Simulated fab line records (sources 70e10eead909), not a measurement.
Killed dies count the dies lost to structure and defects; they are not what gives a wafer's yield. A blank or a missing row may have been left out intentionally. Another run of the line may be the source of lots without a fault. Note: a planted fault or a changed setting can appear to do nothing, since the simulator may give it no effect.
fab line records	flow nand-harc
record lots=12	wafers=36	last-day=33
route steps=1302 shown P_M0@268 P_M1@290 END@1302
lots with no fault: from the same line, run without faults
start-h: start of the lot's first displayed wafer, in hours after the record's first day	wait-h: how many hours have passed since the lot's step before this one	" repeats the value in the row above	L1.1+2: a single row standing in for several wafers	- no value, or no start was given	* or withheld: withheld	< > ~ a bound
route shown NAME@n: NAME is a module with steps in the file, n the number in the route of the first one	usual: mean/standard deviation taken from wafers without a fault	same: alike in all rows	chamber/n: place in a boat	sites: each site's reading	_std_site: standard deviation across them	_edge_site: mean of outer sites minus mean of inner sites	radius-mm: for every site, how far away it sits from the centre of the wafer	mask NAME#n: copy n	behind: the tool/chamber that last shaped the wafer	hold: reason for holding the lot/hours on hold/outcome of the hold	device: transistor that didn't switch, given as n, p or np	end of line: the same wafers' tests at the end of the route	for a step that has no rows: nothing shown but its recipe	killed: not the wafer's yield, but the dies lost to structure and defects at the first sort	map: the dies of a wafer, with x for killed, . for not killed, _ for no die there
set.NAME: the run value of the setting; set.NAME@STEP: its run value at that earlier step	model.NAME: the simulator's own value behind a step, which no gauge read
steps of the route over a sample of lots; a table a step, a row a wafer
services: the hour from which a tool's chamber was out of use, counted from the record's first day as start-h (under 0 if before that day), plus the number of hours and why
## steps
# step NHARC_P_M0_ETCH_15
# recipe target-depth-a=1500	overetch-a=150	time-s=82.5	c4f8-flow-sccm=withheld	ar-flow-sccm=400	rf-w=600	bias-w=300	chemistry=C4F8/Ar
# usual oes-product-au=0.958/0.019	rf-vpp-V=442.5/1.5
# same time-s=82.5
lot.wafer	tool	chamber	start-h	wait-h	oes-product-au	rf-hours-counter-h	rf-vpp-V
L957.4	rie-diel-13	2	-	-	0.966	21	444.4
L957.6	"	2	"	"	0.971	-	444.1
L957.5	"	3	"	"	0.990	-	442.4
L959.4	rie-diel-13	0	-	-	0.970	24	442.0
L959.1	"	2	"	"	0.976	23	443.6
L959.5	"	0	"	"	0.972	-	440.2
L960.2	rie-diel-05	1	-	-	0.961	26	441.4
L960.4	"	2	"	"	0.950	25	441.5
L960.5	"	1	"	"	0.962	-	439.6
L961.4	rie-diel-13	3	-	-	0.971	28	443.1
L961.1	"	0	"	"	0.967	29	441.0
L961.5	"	3	"	"	0.968	-	443.7
L964.1	rie-diel-13	1	-	-	0.959	2	442.6
L964.5	"	3	"	"	0.965	-	443.9
L964.6	"	0	"	"	0.950	-	442.3
L965.1	rie-diel-13	1	-	-	0.919	3	441.9
L965.4	"	0	"	"	0.931	3	442.4
L965.6	"	1	"	"	0.923	-	441.9
L973.2	rie-diel-13	0	-	-	0.973	19	441.0
L973.1	"	2	"	"	0.953	20	444.3
L973.6	"	3	"	"	0.980	-	441.4
L975.4	rie-diel-13	0	-	-	0.966	24	440.5
L975.3	"	1	"	"	0.966	24	442.2
L975.5	"	2	"	"	0.979	-	444.6
L977.2	rie-diel-05	0	-	-	0.969	25	444.5
L977.1	"	1	"	"	0.959	30	441.3
L977.6	"	0	"	"	0.965	-	444.3
L976.3	rie-diel-13	1	-	-	0.972	25	442.9
L976.4	"	2	"	"	0.982	24	443.9
L976.5	"	0	"	"	0.971	-	440.6
L978.2	rie-diel-13	0	-	-	0.980	26	440.7
L978.5	"	2	"	"	0.961	-	443.7
L978.6	"	3	"	"	0.956	-	442.0
L980.4	rie-diel-02	3	-	-	0.934	42	439.6
L980.3	"	0	"	"	0.929	41	444.5
L980.6	"	1	"	"	0.918	-	445.1
# step NHARC_P_M0_STRIP_18
# recipe power-w=1000	n2-flow-sccm=150	h2-flow-sccm=150	ar-flow-sccm=0	bias-w=0	chemistry=N2/H2
# usual drypump-motor-current-A=5.5/0.5	oes-product-au=1.002/0.0085	rf-vpp-V=91.0/0.91	showerhead-plenum-p-Torr=2.09/0.052	throttle-valve-pct=14.171/0.0087
lot.wafer	tool	chamber	start-h	wait-h	drypump-motor-current-A	oes-product-au	rf-hours-counter-h	rf-vpp-V	showerhead-plenum-p-Torr	throttle-valve-pct
L957.4	rie-diel-05	0	128.62	0.1	4.7	0.991	18	91.1	2.21	14.183
L957.5	"	1	"	"	4.7	1.010	-	90.2	2.05	14.172
L957.6	"	2	"	"	5.9	0.999	-	90.3	2.08	14.177
L959.1	rie-diel-13	2	137.44	0.1	6.0	0.994	23	90.5	2.14	14.171
L959.4	"	3	"	"	5.2	1.004	23	91.9	2.11	14.173
L959.5	"	2	"	"	6.1	1.001	-	91.6	2.14	14.166
L960.4	rie-diel-13	3	149.00	0.1	5.2	1.007	26	91.2	2.11	14.174
L960.2	"	0	"	"	5.8	0.990	27	90.9	2.05	14.167
L960.5	"	3	"	"	5.2	1.010	-	90.1	2.11	14.174
L961.1	rie-diel-05	2	163.15	0.1	5.9	0.996	30	91.0	2.08	14.168
L961.4	"	3	"	"	5.7	1.005	29	92.5	2.11	14.166
L961.5	"	1	"	"	4.7	1.017	-	90.6	2.05	14.173
L964.1	rie-diel-05	3	191.51	0.1	5.8	1.017	37	90.2	2.10	14.158
L964.6	"	1	"	"	4.7	1.012	-	91.4	2.05	14.168
L964.5	"	2	"	"	5.9	0.989	-	91.7	2.08	14.173
L965.1	rie-diel-13	1	199.43	0.1	6.0	0.993	3	91.9	2.11	14.157
L965.4	"	2	"	"	6.0	1.002	3	92.2	2.14	14.174
L965.6	"	3	"	"	5.2	1.009	-	91.3	2.11	14.158
L973.1	rie-diel-02	1	280.92	0.1	6.1	0.987	16	91.9	2.19	14.180
L973.2	"	2	"	"	5.7	1.013	18	92.4	2.07	14.169
L973.6	"	2	"	"	5.7	1.011	-	90.8	2.07	14.166
L975.3	rie-diel-13	2	310.82	0.1	6.1	1.001	24	90.3	2.13	14.163
L975.4	"	1	"	"	6.1	1.002	24	91.9	2.10	14.176
L975.5	"	3	"	"	5.2	1.012	-	91.3	2.10	14.166
L977.2	rie-diel-02	2	317.90	0.1	5.7	1.002	28	89.7	2.07	14.154
L977.1	"	0	"	"	4.9	0.996	29	90.2	2.14	14.168
L977.6	"	3	"	"	5.1	0.999	-	89.0	1.97	14.179
L976.4	rie-diel-05	1	318.18	0.1	4.7	1.007	30	90.2	2.03	14.166
L976.3	"	3	"	"	5.8	1.002	23	91.5	2.09	14.161
L976.5	"	1	"	"	4.8	0.996	-	91.3	2.03	14.190
L978.2	rie-diel-13	0	329.48	0.1	5.8	1.012	26	91.9	2.04	14.187
L978.6	"	3	"	"	5.2	1.019	-	89.6	2.10	14.166
L978.5	"	0	"	"	5.8	1.013	-	90.2	2.04	14.166
L980.3	rie-diel-02	1	349.21	0.1	6.0	0.998	38	91.3	2.18	14.162
L980.4	"	2	"	"	5.7	1.013	39	91.9	2.07	14.183
L980.6	"	3	"	"	5.1	1.009	-	89.0	1.97	14.169
# step NHARC_P_M0_THK_MEAS_24
# recipe thk-meas-gauge=xrf
# usual thk-nm=117.7/1.6
lot.wafer	tool	chamber	start-h	wait-h	thk-nm
L957.4	film-metro-02	-	130.62	-	118.7
L957.5	"	-	"	"	115.8
L957.6	"	-	"	"	121.1
L959.1	film-metro-01	-	139.38	-	118.2
L959.4	"	-	"	"	118.9
L959.5	"	-	"	"	118.9
L960.2	film-metro-01	-	150.92	-	116.3
L960.4	"	-	"	"	116.0
L960.5	"	-	"	"	116.5
L961.1	film-metro-01	-	165.09	-	115.6
L961.4	"	-	"	"	119.4
L961.5	"	-	"	"	117.5
L964.1	film-metro-02	-	193.39	-	116.2
L964.5	"	-	"	"	116.7
L964.6	"	-	"	"	117.8
L965.1	film-metro-02	-	201.33	-	116.4
L965.4	"	-	"	"	117.5
L965.6	"	-	"	"	116.4
L973.1	film-metro-01	-	282.86	-	116.7
L973.2	"	-	"	"	118.2
L973.6	"	-	"	"	115.7
L975.3	film-metro-02	-	312.80	-	118.7
L975.4	"	-	"	"	118.9
L975.5	"	-	"	"	118.6
L977.1	film-metro-01	-	319.85	-	121.3
L977.2	"	-	"	"	119.5
L977.6	"	-	"	"	118.7
L976.3	film-metro-02	-	320.10	-	117.8
L976.4	"	-	"	"	115.9
L976.5	"	-	"	"	118.0
L978.2	film-metro-02	-	331.39	-	115.7
L978.5	"	-	"	"	116.3
L978.6	"	-	"	"	115.9
L980.3	film-metro-02	-	351.15	-	119.4
L980.4	"	-	"	"	119.4
L980.6	"	-	"	"	117.6
# step NHARC_P_M1_SOFTBAKE_04
# recipe temp-c=105	time-s=55
# usual heater-power-total-W=188.45/0.13	resist-line-temp-C=23.00/0.1
lot.wafer	tool	chamber	start-h	wait-h	heater-power-total-W	resist-line-temp-C
L957.4	litho-track-06	0	131	-	188.73	23.03
L957.5	"	0	"	"	188.69	22.90
L957.6	"	0	"	"	188.74	23.00
L959.1	litho-track-04	0	140	-	188.50	22.79
L959.4	"	0	"	"	188.68	22.90
L959.5	"	0	"	"	188.32	22.91
L960.2	litho-track-06	0	152	-	188.67	22.96
L960.4	"	0	"	"	188.48	22.82
L960.5	"	0	"	"	188.62	22.93
L961.1	litho-track-01	0	166	-	188.26	23.10
L961.4	"	0	"	"	188.41	22.98
L961.5	"	0	"	"	188.32	23.20
L964.1	litho-track-06	0	194	-	222.55	23.01
L964.5	"	0	"	"	188.37	22.86
L964.6	"	0	"	"	188.31	23.07
L965.1	litho-track-06	0	202	-	222.83	22.87
L965.4	"	0	"	"	222.62	23.00
L965.6	"	0	"	"	188.36	23.04
L973.1	litho-track-06	0	283	-	188.38	22.95
L973.2	"	0	"	"	188.25	22.94
L973.6	"	0	"	"	188.26	23.03
L975.3	litho-track-06	0	313	-	188.64	22.97
L975.4	"	0	"	"	188.72	23.01
L975.5	"	0	"	"	188.75	23.04
L977.1	litho-track-06	0	321	-	188.51	23.08
L977.2	"	0	"	"	188.28	23.11
L977.6	"	0	"	"	188.34	22.98
L976.3	litho-track-01	0	321	-	188.40	22.96
L976.4	"	0	"	"	188.55	23.14
L976.5	"	0	"	"	188.40	23.02
L978.2	litho-track-04	0	332	-	188.52	22.82
L978.5	"	0	"	"	188.28	22.85
L978.6	"	0	"	"	188.50	22.93
L980.3	litho-track-01	0	352	-	188.38	22.89
L980.4	"	0	"	"	188.49	23.09
L980.6	"	0	"	"	188.65	23.10
# step NHARC_END_SORT_01
# recipe temp-c=25
# usual defect-limited-yield=91.6/2.8	killed-at-array=52/18	killed-at-other=0.6/1.1	killed-at-periphery=3.7/2.4	killed-dies=57/19	killed-open=3.1/1.7	killed-short=2.5/1.7	sort_bin_2_pct=3.0/1.2	sort_bin_3_pct=0.6/0.38	sort_bin_4_pct=4.8/1.7	sort-n-pass=620/19	sort-rim-yield-pct=91/4.1	sort-yield-pct=91.6/2.8
# same gross-dies=677	sort_bin_5_pct[%]=0	sort_bin_6_pct[%]=0	sort_bin_7_pct[%]=0	sort_bin_8_pct[%]=0	sort-rim-n-gross=106.00
lot.wafer	tool	chamber	start-h	wait-h	defect-limited-yield[%]	killed-at-array	killed-at-other	killed-at-periphery	killed-dies	killed-open	killed-short	sort_bin_2_pct[%]	sort_bin_3_pct[%]	sort_bin_4_pct[%]	sort-n-pass	sort-rim-yield-pct[%]	sort-yield-pct[%]
L959.1	prober-01	0	576.94	2.5	91.4	51	2	5	58	4	1	3.0	0.1	5.5	619	92	91.4
L959.4	prober-01	0	579.33	3.4	90.1	61	0	6	67	5	3	3.2	0.9	5.8	610	93	90.1
L959.5	prober-01	0	580.13	3.7	91.6	53	0	4	57	0	2	3.1	0.4	4.9	620	92	91.6
L957.4	prober-01	0	587.12	3.4	94.1	39	0	1	40	2	3	3.5	0.6	1.8	637	94	94.1
L957.5	prober-01	0	587.92	3.7	92.5	48	0	3	51	4	2	2.2	0.4	4.9	626	93	92.5
L957.6	prober-01	0	588.72	4.0	96.0	26	0	1	27	1	2	1.6	0.1	2.2	650	99	96.0
L960.2	prober-01	0	593.31	2.8	95.7	26	0	3	29	4	1	1.9	0.3	2.1	648	92	95.7
L960.4	prober-01	0	594.90	3.4	94.4	35	0	3	38	5	1	0.9	0.6	4.1	639	93	94.4
L960.5	prober-01	0	595.69	3.7	94.7	32	0	4	36	4	0	1.5	0.1	3.7	641	97	94.7
L961.1	prober-01	0	600.31	2.5	87.0	85	0	3	88	2	1	5.0	0.6	7.4	589	84	87.0
L961.4	prober-01	0	602.72	3.4	85.5	91	1	6	98	6	3	4.1	0.7	9.6	579	85	85.5
L961.5	prober-01	0	603.52	3.7	90.0	63	1	4	68	6	3	3.7	1.6	4.7	609	87	90.0
L965.1	prober-02	0	636.84	2.4	90.8	58	1	3	62	7	3	2.8	0.7	5.6	615	90	90.8
L965.4	prober-02	0	639.22	3.4	92.6	48	1	1	50	4	2	3.5	1.3	2.5	627	91	92.6
L965.6	prober-02	0	640.81	4.0	90.7	57	1	5	63	5	6	3.4	0.4	5.5	614	87	90.7
L964.1	prober-01	0	636.93	2.5	90.0	62	0	6	68	3	4	4.3	1.2	4.6	609	91	90.0
L964.5	prober-01	0	640.21	3.8	89.7	65	0	5	70	6	0	4.6	0.7	5.0	607	92	89.7
L964.6	prober-01	0	641.03	4.1	90.7	61	0	2	63	4	2	4.1	0.6	4.6	614	85	90.7
L973.1	prober-02	0	725.19	2.5	90.1	65	0	2	67	2	3	3.4	0.4	6.1	610	94	90.1
L973.2	prober-02	0	726.00	2.8	91.1	59	0	1	60	3	4	3.0	0.7	5.2	617	88	91.1
L973.6	prober-02	0	729.28	4.1	90.3	60	0	6	66	2	3	2.5	0.4	6.8	611	86	90.3
L977.1	prober-01	0	750.46	2.5	95.1	27	2	4	33	6	3	2.2	0.3	2.4	644	92	95.1
L977.2	prober-01	0	751.23	2.8	92.5	46	0	5	51	2	4	3.1	0.7	3.7	626	94	92.5
L977.6	prober-01	0	754.33	3.9	92.9	47	0	1	48	3	2	2.8	0.1	4.1	629	92	92.9
L975.3	prober-02	0	752.03	3.1	89.5	63	0	8	71	7	0	5.0	1.3	4.1	606	92	89.5
L975.4	prober-02	0	752.82	3.4	89.4	62	0	10	72	1	5	3.5	0.9	6.2	605	90	89.4
L975.5	prober-02	0	753.61	3.7	91.3	53	0	6	59	4	3	2.7	1.2	4.9	618	93	91.3
L976.3	prober-01	0	764.83	3.1	88.0	77	0	4	81	7	1	4.4	1.0	6.5	596	92	88.0
L976.4	prober-01	0	765.63	3.4	88.9	71	0	4	75	4	3	4.6	0.7	5.8	602	93	88.9
L976.5	prober-01	0	766.43	3.7	91.4	53	0	5	58	6	0	2.5	0.6	5.5	619	94	91.4
L978.2	prober-02	0	773.00	2.8	89.4	62	2	8	72	5	4	4.3	0.4	5.9	605	91	89.4
L978.5	prober-02	0	775.37	3.7	88.0	73	0	8	81	6	4	4.1	0.9	6.9	596	93	88.0
L978.6	prober-02	0	776.16	4.0	90.8	54	1	7	62	1	3	3.0	1.2	5.0	615	90	90.8
L980.3	prober-01	0	796.18	3.1	90.1	64	0	3	67	3	3	3.0	0.3	6.6	610	93	90.1
L980.4	prober-01	0	796.98	3.4	90.7	60	2	1	63	1	3	3.0	0.7	5.6	614	91	90.7
L980.6	prober-01	0	798.60	4.0	90.0	65	1	2	68	3	2	4.6	1.6	3.8	609	90	90.0
# killed by level:class
L959.1 A_CHANNEL_HOLE_D1:chamber-film-flake=31 A_CHANNEL_HOLE_D2:chamber-film-flake=8 P_ZERO_WELL:chamber-film-flake=2 P_M2:chamber-film-flake=2 A_STAIRCASE:chamber-film-flake=2 A_SLIT:chamber-film-flake=2 A_M1:chamber-film-flake=2 A_ONON_D1:geometric-particle:open=1
L959.4 A_CHANNEL_HOLE_D1:chamber-film-flake=28 A_CHANNEL_HOLE_D2:chamber-film-flake=8 A_CONTACT:chamber-film-flake=6 A_M1:chamber-film-flake=5 P_GATE:chamber-film-flake=3 A_STAIRCASE:chamber-film-flake=3 P_ZERO_WELL:chamber-film-flake=2 A_CHANNEL_FILL_D2:chamber-film-flake=2
L959.5 A_CHANNEL_HOLE_D1:chamber-film-flake=35 A_CHANNEL_HOLE_D2:chamber-film-flake=4 P_GATE:chamber-film-flake=3 A_STAIRCASE:chamber-film-flake=3 A_CHANNEL_FILL_D1:chamber-film-flake=2 A_DECK1_JOINT:chamber-film-flake=2 A_M1:chamber-film-flake=2 A_CHANNEL_FILL_D2:geometric-particle:short=1
L957.4 A_SLIT:chamber-film-flake=23 A_CHANNEL_HOLE_D2:chamber-film-flake=6 A_STAIRCASE:chamber-film-flake=3 A_ONON_D2:geometric-particle:short=2 A_CONTACT:chamber-film-flake=2 P_CONTACT:geometric-particle:open=1 A_ONON_D1:geometric-particle:short=1 A_SGD_CUT:geometric-particle:open=1
L957.5 A_SLIT:chamber-film-flake=24 A_STAIRCASE:chamber-film-flake=6 A_CHANNEL_HOLE_D2:chamber-film-flake=5 A_CONTACT:chamber-film-flake=5 P_GATE:chamber-film-flake=2 A_M1:chamber-film-flake=2 A_ONON_D1:geometric-particle:short=1 A_CHANNEL_HOLE_D1:geometric-particle:open=1
L957.6 A_SLIT:chamber-film-flake=13 A_CHANNEL_HOLE_D2:chamber-film-flake=4 A_M1:chamber-film-flake=3 P_M0:geometric-particle:open=1 A_DECK1_JOINT:geometric-particle:short=1 A_SGD_CUT:geometric-particle:short=1 A_CHANNEL_HOLE_D1:chamber-film-flake=1 A_CHANNEL_FILL_D2:chamber-film-flake=1
L960.2 A_CHANNEL_HOLE_D1:chamber-film-flake=5 A_SGD_CUT:chamber-film-flake=5 A_CONTACT:chamber-film-flake=5 A_STAIRCASE:chamber-film-flake=4 A_CHANNEL_HOLE_D2:chamber-film-flake=3 P_ZERO_WELL:chamber-film-flake=2 P_M0:geometric-particle:open=1 A_ONON_D1:geometric-particle:open=1
L960.4 A_CHANNEL_HOLE_D2:chamber-film-flake=7 A_SGD_CUT:chamber-film-flake=7 A_CHANNEL_HOLE_D1:chamber-film-flake=6 A_STAIRCASE:chamber-film-flake=6 A_CONTACT:chamber-film-flake=5 P_GATE:geometric-particle:open=1 P_CONTACT:geometric-particle:open=1 A_ONON_D1:geometric-particle:open=1
L960.5 A_CHANNEL_HOLE_D1:chamber-film-flake=8 A_CHANNEL_HOLE_D2:chamber-film-flake=6 A_SGD_CUT:chamber-film-flake=6 A_STAIRCASE:chamber-film-flake=5 A_CONTACT:chamber-film-flake=3 P_ZERO_WELL:chamber-film-flake=2 P_CONTACT:geometric-particle:open=1 A_SOURCE_PLATE:geometric-particle:open=1
L961.1 A_CHANNEL_HOLE_D1:chamber-film-flake=33 A_SLIT:chamber-film-flake=25 A_CHANNEL_HOLE_D2:chamber-film-flake=18 P_ZERO_WELL:chamber-film-flake=2 A_ZERO_WELL:chamber-film-flake=2 A_WL_FILL:chamber-film-flake=2 A_CONTACT:chamber-film-flake=2 A_ONON_D1:geometric-particle:open=1
L961.4 A_SLIT:chamber-film-flake=27 A_CHANNEL_HOLE_D2:chamber-film-flake=25 A_CHANNEL_HOLE_D1:chamber-film-flake=22 A_CONTACT:chamber-film-flake=5 P_ZERO_WELL:chamber-film-flake=4 A_WL_FILL:chamber-film-flake=3 A_WL_FILL:geometric-particle:short=2 P_M0:geometric-particle:open=1
L961.5 A_SLIT:chamber-film-flake=24 A_CHANNEL_HOLE_D1:chamber-film-flake=14 A_CONTACT:chamber-film-flake=7 A_CHANNEL_HOLE_D2:chamber-film-flake=6 A_WL_FILL:chamber-film-flake=2 P_GATE:geometric-particle:open=1 P_M2:geometric-particle:short=1 A_ONON_D1:geometric-particle:short=1
L965.1 A_CHANNEL_HOLE_D1:chamber-film-flake=33 A_CHANNEL_HOLE_D2:chamber-film-flake=8 A_CONTACT:chamber-film-flake=3 P_CONTACT:geometric-particle:open=2 A_CHANNEL_FILL_D1:chamber-film-flake=2 A_DECK1_JOINT:chamber-film-flake=2 A_CHANNEL_FILL_D1:geometric-particle:short=1 A_CHANNEL_FILL_D1:geometric-particle:open=1
L964.1 A_SLIT:chamber-film-flake=28 A_CHANNEL_HOLE_D2:chamber-film-flake=21 A_CONTACT:chamber-film-flake=3 P_CONTACT:chamber-film-flake=2 A_CHANNEL_HOLE_D1:chamber-film-flake=2 A_CHANNEL_FILL_D1:chamber-film-flake=2 P_GATE:geometric-particle:short=1 P_M0:geometric-particle:open=1
L965.4 A_CHANNEL_HOLE_D1:chamber-film-flake=31 A_CHANNEL_HOLE_D2:chamber-film-flake=5 A_CONTACT:chamber-film-flake=3 A_WL_FILL:geometric-particle:short=2 A_M0:geometric-particle:open=2 P_M0:geometric-particle:open=1 A_BLC:geometric-particle:open=1 A_ZERO_WELL:chamber-film-flake=1
L964.5 A_CHANNEL_HOLE_D2:chamber-film-flake=27 A_SLIT:chamber-film-flake=23 A_CONTACT:chamber-film-flake=5 A_CHANNEL_HOLE_D1:chamber-film-flake=3 A_WL_FILL:chamber-film-flake=3 P_M0:geometric-particle:open=2 P_GATE:geometric-particle:open=1 P_CONTACT:geometric-particle:open=1
L965.6 A_CHANNEL_HOLE_D1:chamber-film-flake=17 A_CHANNEL_HOLE_D2:chamber-film-flake=13 A_CONTACT:chamber-film-flake=12 A_DECK1_JOINT:chamber-film-flake=4 A_CHANNEL_FILL_D2:geometric-particle:short=2 P_ZERO_WELL:chamber-film-flake=2 P_CONTACT:geometric-particle:open=1 P_M0:geometric-particle:open=1
L964.6 A_SLIT:chamber-film-flake=28 A_CHANNEL_HOLE_D2:chamber-film-flake=20 A_CONTACT:chamber-film-flake=5 A_ONON_D2:geometric-particle:open=2 A_CHANNEL_HOLE_D1:chamber-film-flake=2 P_CONTACT:geometric-particle:open=1 A_CHANNEL_FILL_D1:geometric-particle:short=1 A_M0:geometric-particle:open=1
L973.1 A_CHANNEL_HOLE_D1:chamber-film-flake=25 A_CHANNEL_HOLE_D2:chamber-film-flake=19 A_SLIT:chamber-film-flake=6 A_CONTACT:chamber-film-flake=5 A_WL_FILL:chamber-film-flake=4 A_STAIRCASE:chamber-film-flake=2 P_STI:geometric-particle:short=1 A_CHANNEL_FILL_D1:geometric-particle:open=1
L973.2 A_CHANNEL_HOLE_D1:chamber-film-flake=23 A_CHANNEL_HOLE_D2:chamber-film-flake=21 A_CONTACT:chamber-film-flake=5 A_WL_FILL:geometric-particle:short=2 A_CHANNEL_FILL_D1:geometric-particle:open=1 A_DECK1_JOINT:geometric-particle:short=1 A_CHANNEL_FILL_D2:geometric-particle:short=1 A_CONTACT:geometric-particle:open=1
L973.6 A_CHANNEL_HOLE_D2:chamber-film-flake=25 A_CHANNEL_HOLE_D1:chamber-film-flake=19 P_M1:chamber-film-flake=5 A_SLIT:chamber-film-flake=4 A_STAIRCASE:chamber-film-flake=4 A_CONTACT:chamber-film-flake=4 A_ONON_D2:geometric-particle:short=2 P_STI:geometric-particle:short=1
L977.1 A_CHANNEL_HOLE_D1:chamber-film-flake=17 P_M0:geometric-particle:open=2 A_CHANNEL_HOLE_D2:chamber-film-flake=2 P_GATE:geometric-particle:open=1 P_M0:geometric-particle:short=1 A_SOURCE_PLATE:geometric-particle:open=1 A_ONON_D1:geometric-particle:short=1 A_SGD_CUT:geometric-particle:open=1
L977.2 A_CHANNEL_HOLE_D1:chamber-film-flake=26 A_CONTACT:chamber-film-flake=5 A_M1:chamber-film-flake=4 P_GATE:chamber-film-flake=3 A_SLIT:chamber-film-flake=3 P_M1:geometric-particle:short=2 A_WL_FILL:chamber-film-flake=2 A_ONON_D1:geometric-particle:short=1
L975.3 A_SLIT:chamber-film-flake=24 A_CHANNEL_HOLE_D2:chamber-film-flake=16 A_CHANNEL_HOLE_D1:chamber-film-flake=11 A_STAIRCASE:chamber-film-flake=4 P_M2:chamber-film-flake=3 A_DECK1_JOINT:chamber-film-flake=3 P_GATE:chamber-film-flake=2 P_GATE:geometric-particle:open=1
L975.4 A_SLIT:chamber-film-flake=25 A_CHANNEL_HOLE_D2:chamber-film-flake=16 A_CHANNEL_HOLE_D1:chamber-film-flake=12 P_M2:chamber-film-flake=5 P_GATE:chamber-film-flake=3 A_STAIRCASE:chamber-film-flake=3 A_ONON_D2:geometric-particle:short=2 P_M1:geometric-particle:short=1
L975.5 A_SLIT:chamber-film-flake=27 A_CHANNEL_HOLE_D2:chamber-film-flake=12 A_CHANNEL_HOLE_D1:chamber-film-flake=6 P_GATE:chamber-film-flake=3 A_WL_FILL:geometric-particle:short=2 P_M2:chamber-film-flake=2 P_CONTACT:geometric-particle:open=1 A_ONON_D1:geometric-particle:open=1
L977.6 A_CHANNEL_HOLE_D1:chamber-film-flake=28 A_SLIT:chamber-film-flake=5 A_STAIRCASE:chamber-film-flake=3 A_CONTACT:chamber-film-flake=2 A_ONON_D1:geometric-particle:short=1 A_ONON_D2:geometric-particle:open=1 A_CHANNEL_FILL_D2:geometric-particle:open=1 A_CHANNEL_FILL_D2:geometric-particle:short=1
L976.3 A_CHANNEL_HOLE_D2:chamber-film-flake=23 A_SLIT:chamber-film-flake=22 A_CHANNEL_HOLE_D1:chamber-film-flake=12 A_CONTACT:chamber-film-flake=8 A_ONON_D2:geometric-particle:open=3 P_M1:geometric-particle:open=2 A_CHANNEL_FILL_D1:chamber-film-flake=2 A_SGD_CUT:chamber-film-flake=2
L976.4 A_CHANNEL_HOLE_D2:chamber-film-flake=25 A_SLIT:chamber-film-flake=22 A_CHANNEL_HOLE_D1:chamber-film-flake=8 P_GATE:chamber-film-flake=4 A_CONTACT:chamber-film-flake=4 A_M1:chamber-film-flake=4 A_ONON_D1:geometric-particle:short=1 A_ONON_D1:geometric-particle:open=1
L976.5 A_SLIT:chamber-film-flake=20 A_CHANNEL_HOLE_D1:chamber-film-flake=15 A_CHANNEL_HOLE_D2:chamber-film-flake=10 A_BLC:geometric-particle:open=3 P_GATE:chamber-film-flake=3 A_CONTACT:chamber-film-flake=3 P_GATE:geometric-particle:open=1 P_M1:geometric-particle:open=1
L978.2 A_SLIT:chamber-film-flake=25 A_CHANNEL_HOLE_D1:chamber-film-flake=16 A_CONTACT:chamber-film-flake=11 P_GATE:chamber-film-flake=3 A_CHANNEL_FILL_D1:geometric-particle:short=2 P_ZERO_WELL:chamber-film-flake=2 A_STAIRCASE:chamber-film-flake=2 P_GATE:geometric-particle:short=1
L978.5 A_SLIT:chamber-film-flake=34 A_CHANNEL_HOLE_D1:chamber-film-flake=11 A_STAIRCASE:chamber-film-flake=7 A_CONTACT:chamber-film-flake=6 P_GATE:chamber-film-flake=5 A_WL_FILL:chamber-film-flake=3 A_WL_FILL:geometric-particle:open=2 A_DECK1_JOINT:chamber-film-flake=2
L978.6 A_SLIT:chamber-film-flake=30 A_CHANNEL_HOLE_D1:chamber-film-flake=7 A_CONTACT:chamber-film-flake=6 P_GATE:chamber-film-flake=5 A_STAIRCASE:chamber-film-flake=4 A_CHANNEL_FILL_D1:geometric-particle:short=2 A_DECK1_JOINT:chamber-film-flake=2 P_STI:geometric-particle:short=1
L980.3 A_SLIT:chamber-film-flake=26 A_CHANNEL_HOLE_D2:chamber-film-flake=15 A_CONTACT:chamber-film-flake=9 A_DECK1_JOINT:chamber-film-flake=3 A_CHANNEL_FILL_D2:chamber-film-flake=2 A_BLC:chamber-film-flake=2 P_M2:geometric-particle:short=1 A_ONON_D1:geometric-particle:short=1
L980.4 A_SLIT:chamber-film-flake=26 A_CHANNEL_HOLE_D2:chamber-film-flake=17 A_CONTACT:chamber-film-flake=6 A_ZERO_WELL:chamber-film-flake=3 A_BLC:chamber-film-flake=2 THIN_TSV:chamber-film-flake=2 P_CONTACT:geometric-particle:open=1 A_CHANNEL_FILL_D1:geometric-particle:short=1
L980.6 A_SLIT:chamber-film-flake=26 A_CHANNEL_HOLE_D2:chamber-film-flake=22 A_CONTACT:chamber-film-flake=7 A_BLC:chamber-film-flake=3 A_STAIRCASE:chamber-film-flake=2 A_DECK1_JOINT:geometric-particle:short=1 A_ONON_D2:geometric-particle:open=1 A_CHANNEL_FILL_D2:geometric-particle:short=1
## services
tool	chamber	start-h	hours	kind
rie-diel-13	1	115.20	4.2	repair
rie-diel-13	0	119.70	-	clean
rie-diel-13	1	119.70	-	clean
rie-diel-13	2	119.70	-	clean
rie-diel-13	3	119.70	-	clean
rie-diel-13	0	144.20	-	clean
rie-diel-13	1	144.20	-	clean
rie-diel-13	2	144.20	-	clean
rie-diel-13	3	144.20	-	clean
litho-track-01	-	155.00	7.0	pm
rie-diel-13	-	165.09	9.0	pm
rie-diel-13	0	165.09	9.0	vent-cycle
rie-diel-13	1	165.09	9.0	vent-cycle
rie-diel-13	2	165.09	9.0	vent-cycle
rie-diel-13	3	165.09	9.0	vent-cycle
rie-diel-13	0	174.09	-	clean
litho-track-06	-	179.00	7.0	pm
litho-track-04	-	203.00	7.0	pm
rie-diel-02	-	218.34	9.0	pm
rie-diel-05	-	232.06	9.0	pm
rie-diel-05	2	324.99	19.8	repair
rie-diel-13	-	325.27	0.3	repair
litho-track-01	-	330.00	7.0	pm
rie-diel-13	-	342.16	9.0	pm
## key
first-sign step=NHARC_P_M1_SOFTBAKE_04	reading=heater-power-total-W	direction=up	sigmas=99+	usual=*	struck=*
effect none on later readings
met-at NHARC_P_M1_SOFTBAKE_04
struck-lots L964,L965
struck-wafers L964.1,L965.1,L965.4
not-acting-at NHARC_P_M0_ETCH_15,NHARC_P_M0_STRIP_18,NHARC_P_M0_THK_MEAS_24
onset-between 152 194
fault kind=process-parameter-drift	tool=litho-track-06	chamber=-	onset-h=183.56	steps=NHARC_P_M1_SOFTBAKE_04	channel=time-s	offset=*	shape=step	end-h=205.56	scope=struck-wafers-only	acts-in=*	stated=*
